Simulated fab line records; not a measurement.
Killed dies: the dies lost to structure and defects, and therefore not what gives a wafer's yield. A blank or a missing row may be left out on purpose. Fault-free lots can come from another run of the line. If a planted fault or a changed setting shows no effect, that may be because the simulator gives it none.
Split-lot trial / flow n5-finfet / on a route of 1938 steps: 7 lots, 21 wafers read

## THE SPLIT
At N5_BEOL_M14_PEB_26 (peb time 90 s), the setting peb-temp-c was moved away from the recipe's 130 C on 6 of the 21 wafers read, by -2.6% to +1.6%. This setting was run at the recipe's value on the other wafers.

## FROM THE SPLIT TO THE READING: what the file shows between them, 2 steps
- N5_BEOL_M14_DEVELOP_27: develop time 45 s
- N5_BEOL_M14_HARDBAKE_32: time 120 s

## THE READING
cd-nm (nm) at N5_BEOL_M14_CD_MEAS_28, where the cd target is 284.4 nm. Fault-free wafers of this fab line usually give 284.3 nm, standard deviation 1.7 nm.

wafer=L074.1; tool, chamber at the split=litho-track-03, 0; peb-temp-c as run, C=130; against the recipe=recipe; cd-nm, nm=281.4; against lot-mates on the recipe=-
wafer=L074.5; tool, chamber at the split=litho-track-03, 0; peb-temp-c as run, C=130; against the recipe=recipe; cd-nm, nm=282.5; against lot-mates on the recipe=-
wafer=L074.6; tool, chamber at the split=litho-track-03, 0; peb-temp-c as run, C=126.6; against the recipe=-2.6%; cd-nm, nm=264.8; against lot-mates on the recipe=-17.1
wafer=L075.1; tool, chamber at the split=litho-track-03, 0; peb-temp-c as run, C=130; against the recipe=recipe; cd-nm, nm=284.4; against lot-mates on the recipe=-
wafer=L075.4; tool, chamber at the split=litho-track-03, 0; peb-temp-c as run, C=130; against the recipe=recipe; cd-nm, nm=286.1; against lot-mates on the recipe=-
wafer=L075.5; tool, chamber at the split=litho-track-03, 0; peb-temp-c as run, C=130; against the recipe=recipe; cd-nm, nm=284.0; against lot-mates on the recipe=-
wafer=L080.3; tool, chamber at the split=litho-track-02, 0; peb-temp-c as run, C=130; against the recipe=recipe; cd-nm, nm=284.8; against lot-mates on the recipe=-
wafer=L080.4; tool, chamber at the split=litho-track-02, 0; peb-temp-c as run, C=131.6; against the recipe=+1.2%; cd-nm, nm=290.9; against lot-mates on the recipe=+5.9
wafer=L080.6; tool, chamber at the split=litho-track-02, 0; peb-temp-c as run, C=130; against the recipe=recipe; cd-nm, nm=285.1; against lot-mates on the recipe=-
wafer=L085.2; tool, chamber at the split=litho-track-02, 0; peb-temp-c as run, C=130; against the recipe=recipe; cd-nm, nm=281.8; against lot-mates on the recipe=-
wafer=L085.3; tool, chamber at the split=litho-track-02, 0; peb-temp-c as run, C=130; against the recipe=recipe; cd-nm, nm=284.3; against lot-mates on the recipe=-
wafer=L085.6; tool, chamber at the split=litho-track-02, 0; peb-temp-c as run, C=130; against the recipe=recipe; cd-nm, nm=283.4; against lot-mates on the recipe=-
wafer=L086.1; tool, chamber at the split=litho-track-03, 0; peb-temp-c as run, C=130; against the recipe=recipe; cd-nm, nm=284.9; against lot-mates on the recipe=-
wafer=L086.2; tool, chamber at the split=litho-track-03, 0; peb-temp-c as run, C=128; against the recipe=-1.5%; cd-nm, nm=275.2; against lot-mates on the recipe=-9.7
wafer=L086.4; tool, chamber at the split=litho-track-03, 0; peb-temp-c as run, C=128; against the recipe=-1.5%; cd-nm, nm=274.2; against lot-mates on the recipe=-10.7
wafer=L088.2; tool, chamber at the split=litho-track-02, 0; peb-temp-c as run, C=130; against the recipe=recipe; cd-nm, nm=281.5; against lot-mates on the recipe=-
wafer=L088.4; tool, chamber at the split=litho-track-02, 0; peb-temp-c as run, C=132.1; against the recipe=+1.6%; cd-nm, nm=292.7; against lot-mates on the recipe=+10.4
wafer=L088.5; tool, chamber at the split=litho-track-02, 0; peb-temp-c as run, C=130; against the recipe=recipe; cd-nm, nm=283.0; against lot-mates on the recipe=-
wafer=L092.3; tool, chamber at the split=litho-track-02, 0; peb-temp-c as run, C=131.6; against the recipe=+1.2%; cd-nm, nm=289.9; against lot-mates on the recipe=+5.8
wafer=L092.4; tool, chamber at the split=litho-track-02, 0; peb-temp-c as run, C=130; against the recipe=recipe; cd-nm, nm=283.5; against lot-mates on the recipe=-
wafer=L092.6; tool, chamber at the split=litho-track-02, 0; peb-temp-c as run, C=130; against the recipe=recipe; cd-nm, nm=284.7; against lot-mates on the recipe=-

FIT RESULTS
A straight line over all 21 wafers: cd-nm changes by +6.26 nm for each +1% of peb-temp-c; r = +0.97; the points scatter about the line by 1.4 nm.
The same after taking each lot's own level away (the mean of its wafers on the recipe; 21 wafers): +6.23 nm for each +1%; r = +0.99; scatter 0.9 nm.
According to that fit, moving peb-temp-c by its largest amount changes the reading by 16 nm.
The span of the lots' own levels, 281.95 to 284.95 nm, comes to 1.8 times the standard deviation stated above.
Hence the lot-to-lot level has little effect on the slope; both slopes agree.
Check: for one of the wafers moved furthest among these (-2.6%), held out of the fit, the line's prediction against its lot-mates is -16.1 nm. Against them it came out at -17.1 nm.

## ADDITIONAL SPLITS CARRIED BY THESE WAFERS
Before the reading, these wafers also passed through other splits. Each is held against what the fit with the lots' levels taken away leaves over:
other split on the same wafers=N5_BEOL_M9_EXPOSE_25 dose-mj; wafers away from the commonest value=8; r with cd-nm (lot level and that fit taken away)=+0.37
other split on the same wafers=N5_BEOL_M9_ETCH_66 time-s; wafers away from the commonest value=9; r with cd-nm (lot level and that fit taken away)=-0.14
other split on the same wafers=N5_BEOL_M10_COAT_60 spin-rpm; wafers away from the commonest value=3; r with cd-nm (lot level and that fit taken away)=+0.04
other split on the same wafers=N5_BEOL_M11_COAT_05 spin-rpm; wafers away from the commonest value=9; r with cd-nm (lot level and that fit taken away)=-0.14
other split on the same wafers=N5_BEOL_M11_DESCUM_16 time-s; wafers away from the commonest value=9; r with cd-nm (lot level and that fit taken away)=+0.13
other split on the same wafers=N5_BEOL_M13_ETCH_68 time-s; wafers away from the commonest value=8; r with cd-nm (lot level and that fit taken away)=-0.14
other split on the same wafers=N5_BEOL_M13_SPUTTER_43 time-s; wafers away from the commonest value=10; r with cd-nm (lot level and that fit taken away)=-0.11

## THE WHOLE CHAIN: every reading that the file lists as answering this split, in the file's order
step=N5_BEOL_M14_CD_MEAS_28; what it does=target cd 284.4 nm; reading=cd-nm; change (the file's fit)=+6.17 nm for each +1% of the setting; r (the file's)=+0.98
step=N5_BEOL_M14_DESCUM_33; what it does=chemistry O2, time 7.9 s; reading=BEOL_M14.cd-nm (the simulator's own value, which no gauge read); change (the file's fit)=+6.16 nm for each +1% of the setting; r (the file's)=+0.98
step=N5_BEOL_M14_ETCH_67; what it does=etches SiARC in CF4, target depth 143 nm, time 238.3 s; reading=BEOL_M14.cd-nm (the simulator's own value, which no gauge read); change (the file's fit)=+6.11 nm for each +1% of the setting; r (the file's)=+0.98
step=N5_BEOL_M14_ETCH_68; what it does=etches SOC in N2/H2, time 450 s; reading=BEOL_M14.cd-nm (the simulator's own value, which no gauge read); change (the file's fit)=+5.96 nm for each +1% of the setting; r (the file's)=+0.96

## THE FILE'S OWN FIT
cd-nm changes by +6.17 nm for each +1% of peb-temp-c, r = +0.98.
